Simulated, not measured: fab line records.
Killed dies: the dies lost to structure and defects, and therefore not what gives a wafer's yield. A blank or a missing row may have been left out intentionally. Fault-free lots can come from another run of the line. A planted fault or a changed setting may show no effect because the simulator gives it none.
fab line records -- flow n5-finfet
record: lots: 7, wafers: 39
route steps=1938 shown GATE_CUT@493 MOL_CONTACT_COAG@581
start-h: hours from the record's first day to the start of the lot's first wafer shown -- wait-h: how many hours have passed since the lot's step before this one -- " identical to the entry in the row above -- L1.1+2: one row covering several wafers at once -- - no value, or no start was given -- * or withheld: withheld -- < > ~ a bound
route shown NAME@n: names a module that has steps shown in the file, with the first one's number in the route -- usual: mean/standard deviation of fault-free wafers -- same: alike in all rows -- chamber/n: place in a boat -- sites: per-site readings -- _std_site: how widely they spread, as a standard deviation -- _edge_site: inner sites' mean taken away from outer sites' mean -- radius-mm: for every site, how far away it sits from the centre of the wafer -- mask NAME#n: copy n -- behind: the most recent tool/chamber to have shaped the wafer -- hold: what put the lot on hold/how long, in hours/how the hold closed -- device: the n, p or np transistor that did not switch -- end of line: the tests these same wafers got at the end of their route -- where a step has no rows: the recipe by itself -- killed: dies that structure and defects cost at the first sort, which is not the same as the wafer's yield -- map: dies across one wafer; x = killed, . = not, _ = none there
set.NAME: setting as actually run; set.NAME@STEP: the setting as run at that earlier step -- model.NAME: the simulator's own value behind a step, which no gauge read
lots whose settings were changed on purpose; a table a step, a row a wafer
== steps ==
step: N5_GATE_CUT_ETCH_37
recipe: chemistry: N2/H2, target: SOC, target-depth-a: 600, overetch-a: 120, mask-material: SiARC, temp-c: 40, time-s: 90, ion-energy-ev: 200, pressure-mtorr: 30, source-w: 840, bias-w: 150, n2-flow-sccm: 200, h2-flow-sccm: 200
usual: rf-vpp-V: 523.5/2.8
lot.wafer,tool,chamber,start-h,wait-h,set.bias-w,rf-vpp-V,model.SiARC_of_GATE_CUT_COAT_35.thk-nm
L075.1,rie-diel-02,2,93.36,0.0,150,522.9,6
L075.2,rie-diel-02,3,93.36,0.0,150,520.8,6
L075.3,rie-diel-02,1,93.36,0.0,150,521.3,6
L075.4,rie-diel-02,3,93.36,0.0,132.3,481.5,6.6
L075.5,rie-diel-02,1,93.36,0.0,132.3,480.6,6.6
L075.6,rie-diel-02,2,93.36,0.0,132.3,481.8,6.6
L076.1,rie-diel-05,0,98.84,0.0,150,524.6,6.2
L076.2,rie-diel-05,2,98.84,0.0,141.9,504.1,6.4
L076.3,rie-diel-05,1,98.84,0.0,141.9,507.9,6.4
L076.4,rie-diel-05,2,98.84,0.0,141.9,506.5,6.4
L076.5,rie-diel-05,1,98.84,0.0,150,525.6,6
L076.6,rie-diel-05,0,98.84,0.0,150,523.9,6.2
L078.1,rie-diel-03,0,105.35,0.0,150,528.1,6
L078.2,rie-diel-03,1,105.35,0.0,162.8,551.9,5.6
L078.3,rie-diel-03,2,105.35,0.0,162.8,548.4,5.6
L078.4,rie-diel-03,3,105.35,0.0,150,527.5,6
L078.5,rie-diel-03,0,105.35,0.0,162.8,556.1,5.6
L078.6,rie-diel-03,3,105.35,0.0,150,527.7,6
L079.1,rie-diel-02,3,115.93,0.0,159.3,541.6,5.6
L079.2,rie-diel-02,2,115.93,0.0,159.3,543.5,5.6
L079.3,rie-diel-02,0,115.93,0.0,150,524.6,6
L079.4,rie-diel-02,0,115.93,0.0,150,524.9,6.2
L079.5,rie-diel-02,3,115.93,0.0,150,520.9,6
L079.6,rie-diel-02,2,115.93,0.0,159.3,541.3,5.6
L080.1,rie-diel-03,3,118.93,0.0,150,527.6,6
L080.2,rie-diel-03,2,118.93,0.0,150,520.9,6
L080.3,rie-diel-03,1,118.93,0.0,150,524.1,6
L080.4,rie-diel-03,1,118.93,0.0,166.4,559.0,5.6
L080.5,rie-diel-03,2,118.93,0.0,166.4,555.5,5.4
L080.6,rie-diel-03,3,118.93,0.0,166.4,562.7,5.6
L083.1,rie-diel-03,2,138.82,0.0,150,519.7,6
L083.2,rie-diel-03,0,138.82,0.0,166.4,564.0,5.6
L083.3,rie-diel-03,1,138.82,0.0,166.4,559.2,5.6
L083.4,rie-diel-03,3,138.82,0.0,150,525.8,6.2
L083.5,rie-diel-03,0,138.82,0.0,150,526.2,6
L083.6,rie-diel-03,1,138.82,0.0,166.4,559.3,5.6
L089.4,rie-diel-02,1,177.10,0.0,150,520.6,6
L089.5,rie-diel-02,2,177.10,0.0,150,520.6,6
L089.6,rie-diel-02,3,177.10,0.0,150,520.4,6
step: N5_MOL_CONTACT_COAG_ETCH_91
recipe: chemistry: N2/H2, target: SOC, target-depth-a: 600, overetch-a: 210, mask-material: SiARC, temp-c: 40, time-s: 101.2, ion-energy-ev: 200, pressure-mtorr: 30, source-w: 840, bias-w: 150, n2-flow-sccm: 200, h2-flow-sccm: 200
usual: rf-vpp-V: 524.9/2
lot.wafer,tool,chamber,start-h,wait-h,set.source-w,rf-vpp-V
L075.1,rie-diel-01,1,113.17,0.0,840,523.3
L075.2,rie-diel-01,0,113.17,0.0,901.6,516.6
L075.3,rie-diel-01,2,113.17,0.0,840,521.9
L075.4,rie-diel-01,3,113.17,0.0,840,523.8
L075.5,rie-diel-01,2,113.17,0.0,901.6,509.5
L075.6,rie-diel-01,1,113.17,0.0,901.6,513.9
L076.1,rie-diel-04,2,115.10,0.0,840,527.0
L076.2,rie-diel-04,0,115.10,0.0,840,520.3
L076.3,rie-diel-04,1,115.10,0.0,840,524.9
L076.4,rie-diel-04,3,115.10,0.0,840,526.8
L076.5,rie-diel-04,0,115.10,0.0,840,520.3
L076.6,rie-diel-04,3,115.10,0.0,840,526.3
L078.1,rie-diel-06,0,119.37,0.0,948,503.0
L078.2,rie-diel-06,3,119.37,0.0,840,525.5
L078.3,rie-diel-06,1,119.37,0.0,948,504.5
L078.4,rie-diel-06,2,119.37,0.0,840,526.6
L078.5,rie-diel-06,0,119.37,0.0,948,503.5
L078.6,rie-diel-06,1,119.37,0.0,840,525.9
L079.1,rie-diel-04,3,130.73,0.0,840,526.4
L079.2,rie-diel-04,2,130.73,0.0,919.5,511.4
L079.3,rie-diel-04,1,130.73,0.0,919.5,509.5
L079.4,rie-diel-04,1,130.73,0.0,840,523.5
L079.5,rie-diel-04,2,130.73,0.0,840,525.6
L079.6,rie-diel-04,3,130.73,0.0,919.5,510.9
L080.1,rie-diel-04,3,132.71,0.0,917.5,512.4
L080.2,rie-diel-04,1,132.71,0.0,840,525.2
L080.3,rie-diel-04,2,132.71,0.0,840,526.3
L080.4,rie-diel-04,3,132.71,0.0,840,526.1
L080.5,rie-diel-04,2,132.71,0.0,917.5,512.4
L080.6,rie-diel-04,1,132.71,0.0,917.5,508.9
L083.1,rie-diel-04,3,167.44,0.0,840,526.4
L083.2,rie-diel-04,2,167.44,0.0,840,526.5
L083.3,rie-diel-04,1,167.44,0.0,840,524.8
L083.4,rie-diel-04,0,167.44,0.0,840,526.8
L083.5,rie-diel-04,2,167.44,0.0,840,524.6
L083.6,rie-diel-04,1,167.44,0.0,840,524.8
L089.4,rie-diel-01,1,219.63,0.0,840,524.8
L089.5,rie-diel-01,3,219.63,0.0,840,524.6
L089.6,rie-diel-01,0,219.63,0.0,840,526.0
== key ==
split: step: N5_GATE_CUT_ETCH_37, setting: bias-w, stated: 150, by: wafer
response: step: N5_GATE_CUT_ETCH_37, reading: rf-vpp-V, change: +3.25, per: 1%, r: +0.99
response: step: N5_GATE_CUT_ETCH_37, reading: model.SiARC_of_GATE_CUT_COAT_35.thk-nm, change: -0.0483, per: 1%, r: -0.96
split: step: N5_MOL_CONTACT_COAG_ETCH_91, setting: source-w, stated: 840, by: wafer
response: step: N5_MOL_CONTACT_COAG_ETCH_91, reading: rf-vpp-V, change: -1.6, per: 1%, r: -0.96
